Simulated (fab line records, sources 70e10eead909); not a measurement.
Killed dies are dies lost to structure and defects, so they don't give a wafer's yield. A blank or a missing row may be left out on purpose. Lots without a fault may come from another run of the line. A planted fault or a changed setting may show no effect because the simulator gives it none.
Chamber matching | flow nand_harc | NHARC_A_STAIRCASE_TRIM_20 on rie_diel-01: 4 sister chambers
The step chemistry O2, time 211.2 s. 16 wafers are shown with their chamber, then 8 later ones without.

WAFERS WITH THEIR CHAMBER
wafer  | chamber | drypump_motor_current_A (A) | showerhead_plenum_p_Torr (Torr) | rf_vpp_V (V)
L077.2 | 2       | 6.0                         | 3.75                            | 58.8
L077.3 | 3       | 5.1                         | 3.50                            | 57.6
L077.5 | 3       | 5.1                         | 3.50                            | 58.4
L079.1 | 0       | 5.4                         | 3.55                            | 57.8
L079.5 | 1       | 6.3                         | 3.74                            | 56.3
L079.6 | 0       | 5.4                         | 3.55                            | 58.0
L080.2 | 3       | 5.1                         | 3.49                            | 58.6
L080.3 | 1       | 6.2                         | 3.74                            | 57.0
L080.5 | 1       | 6.2                         | 3.74                            | 56.3
L085.2 | 2       | 6.0                         | 3.73                            | 58.8
L085.3 | 1       | 6.2                         | 3.73                            | 57.1
L085.6 | 2       | 6.0                         | 3.73                            | 57.8
L089.2 | 0       | 5.4                         | 3.53                            | 57.2
L089.5 | 1       | 6.3                         | 3.73                            | 57.3
L089.6 | 2       | 6.0                         | 3.73                            | 58.3
L090.2 | 3       | 5.1                         | 3.47                            | 56.5

SIGNATURES (means of the wafers above)
reading                  | chamber 0 | chamber 1 | chamber 2 | chamber 3 | scatter within a chamber
drypump_motor_current_A  | 5.400     | 6.240     | 6.000     | 5.100     | 0.0316
showerhead_plenum_p_Torr | 3.5433    | 3.7360    | 3.7350    | 3.4900    | 0.0104
rf_vpp_V                 | 57.667    | 56.800    | 58.425    | 57.775    | 0.622
Rule: a wafer's distance from a chamber is the root of the sum, over the readings, of the square of ((its reading less the chamber's mean) divided by the reading's scatter). The wafer belongs to the nearest chamber; if the next one is less than 2 further off, it can't be placed. The scatter: the root of (the sum of the squares of (reading less its chamber's mean) over the shown wafers, divided by (wafers less chambers)).

WAFERS WITHOUT THEIR CHAMBER
wafer  | drypump_motor_current_A (A) | showerhead_plenum_p_Torr (Torr) | rf_vpp_V (V)
L090.5 | 5.1                         | 3.47                            | 58.3
L090.6 | 6.0                         | 3.72                            | 58.0
L096.1 | 5.1                         | 3.46                            | 57.0
L096.3 | 6.0                         | 3.72                            | 58.4
L096.4 | 5.4                         | 3.52                            | 57.2
L097.1 | 5.4                         | 3.52                            | 59.5
L097.2 | 6.0                         | 3.72                            | 59.0
L097.5 | 6.0                         | 3.72                            | 59.1

WHICH CHAMBER EACH WENT THROUGH
wafer  | from the rows above | in truth
L090.5 | 3                   | 3
L090.6 | 2                   | 2
L096.1 | 3                   | 3
L096.3 | 2                   | 2
L096.4 | 0                   | 0
L097.1 | 0                   | 0
L097.2 | 2                   | 2
L097.5 | 2                   | 2
Placed correctly: 8 of 8. Can't be placed from these rows: 0. Placed wrongly: 0.
